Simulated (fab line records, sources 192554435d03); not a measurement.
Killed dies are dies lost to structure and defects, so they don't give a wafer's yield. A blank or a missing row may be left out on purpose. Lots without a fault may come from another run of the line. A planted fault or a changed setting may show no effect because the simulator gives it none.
Which tool did it? | flow n5_finfet | 12 lots, 36 wafers sampled, at 5 steps of a route of 1938

WHAT THE GAUGES READ, wafer by wafer
N5_BEOL_M11_CD_MEAS_35: target cd 70 nm.
lot  | measured     | on        | cd_nm (nm)
L074 | day 11 06:34 | cd_sem-01 | 69.8 70.2 69.1
L077 | day 11 21:32 | cd_sem-01 | 69.8 72.0 70.7
L079 | day 11 22:14 | cd_sem-03 | 70.8 69.6 70.7
L080 | day 12 11:13 | cd_sem-01 | 69.4 70.0 69.4
L083 | day 13 01:16 | cd_sem-02 | 70.3 70.5 69.9
L084 | day 13 09:29 | cd_sem-03 | 70.9 70.5 70.3
L089 | day 14 16:16 | cd_sem-03 | 70.4 70.3 70.0
L086 | day 14 20:17 | cd_sem-03 | 68.9 68.5 69.9
L093 | day 16 13:56 | cd_sem-03 | 70.5 70.1 70.2
L092 | day 16 14:00 | cd_sem-03 | 70.5 68.8 70.6
L095 | day 17 14:58 | cd_sem-01 | 71.0 70.6 71.0
L097 | day 17 18:13 | cd_sem-02 | 68.6 70.4 70.2

WHICH TOOL RAN EACH LOT (tool, then ch and the chambers of the sampled wafers, then the start)
lot  | N5_BEOL_M9_SPUTTER_48        | N5_BEOL_M9_CMP_52             | N5_BEOL_M10_STRIP_67               | N5_BEOL_M11_DESCUM_33
L074 | pvd_sputter-02, day 10 09:53 | cmp-01 ch 0,3, day 10 10:43   | rie_diel-06 ch 1,3, day 10 14:23   | rie_diel-03 ch 0,1,2, day 11 05:55
L077 | pvd_sputter-02, day 11 10:41 | cmp-02 ch 1,2,3, day 11 11:29 | rie_diel-05 ch 0,1,2, day 11 13:40 | rie_diel-02 ch 2,3, day 11 20:53
L079 | pvd_sputter-03, day 11 11:54 | cmp-02 ch 0,1,2, day 11 12:31 | rie_diel-05 ch 0,1,2, day 11 14:50 | rie_diel-01 ch 1,3, day 11 21:35
L080 | pvd_sputter-01, day 11 19:23 | cmp-02 ch 0,1,2, day 11 19:58 | rie_diel-05 ch 1,2,3, day 11 21:47 | rie_diel-03 ch 1,2,3, day 12 10:34
L083 | pvd_sputter-02, day 12 07:49 | cmp-04 ch 0,1,2, day 12 08:38 | rie_diel-06 ch 1,2, day 12 15:40   | rie_diel-02 ch 0,3, day 13 00:36
L084 | pvd_sputter-02, day 12 19:01 | cmp-04 ch 0,2,3, day 12 19:37 | rie_diel-05 ch 0,3, day 12 23:05   | rie_diel-02 ch 1,2,3, day 13 08:49
L089 | pvd_sputter-01, day 14 01:17 | cmp-04 ch 0,1,2, day 14 02:00 | rie_diel-06 ch 0,1,2, day 14 05:05 | rie_diel-03 ch 0,1,3, day 14 15:37
L086 | pvd_sputter-03, day 14 06:18 | cmp-02 ch 1,3, day 14 07:17   | rie_diel-04 ch 0,1,3, day 14 10:30 | rie_diel-03 ch 0,2,3, day 14 19:36
L093 | pvd_sputter-02, day 15 17:11 | cmp-02 ch 0,1,2, day 15 17:49 | rie_diel-04 ch 1,2,3, day 15 21:32 | rie_diel-03 ch 0,1, day 16 13:17
L092 | pvd_sputter-02, day 15 22:02 | cmp-02 ch 2,3, day 15 22:52   | rie_diel-06 ch 2,3, day 16 01:07   | rie_diel-02 ch 0,1, day 16 13:20
L095 | pvd_sputter-02, day 16 22:04 | cmp-04 ch 0,1,3, day 16 22:35 | rie_diel-05 ch 0,1,2, day 17 00:35 | rie_diel-02 ch 0,1,2, day 17 14:19
L097 | pvd_sputter-01, day 17 00:05 | cmp-02 ch 0,1,3, day 17 00:41 | rie_diel-06 ch 0,1,3, day 17 04:11 | rie_diel-03 ch 0,1,2, day 17 17:34
- N5_BEOL_M9_SPUTTER_48: material Cu, target thk 12 nm, time 2 s.
- N5_BEOL_M9_CMP_52: polishes, stops on SiCOH lowk, t overpolish 7 s, target thk 140 nm.
- N5_BEOL_M10_STRIP_67: strips in CF4.
- N5_BEOL_M11_DESCUM_33: chemistry O2, time 7.9 s.

THE ANSWER, worked out from the rows above alone
Rule: what is usual is taken from the lots themselves. Put in order of their means at a reading, lots are off if they are a third of the lots or fewer, leave a main group of 4 or more, and stand apart from it by a gap of 3 or more times the standard deviation of the main group's means; of several such gaps the widest counts. A main group whose means are all the same, to the digits that the tables above print for the reading, isn't used. A lot without any number at a reading at which 4 lots or more have one is off too. The other lots that the step has rows for count as sound.
No lot is off at any reading shown: from this, nothing can be told.

WHAT THE SIMULATOR HAD PUT IN
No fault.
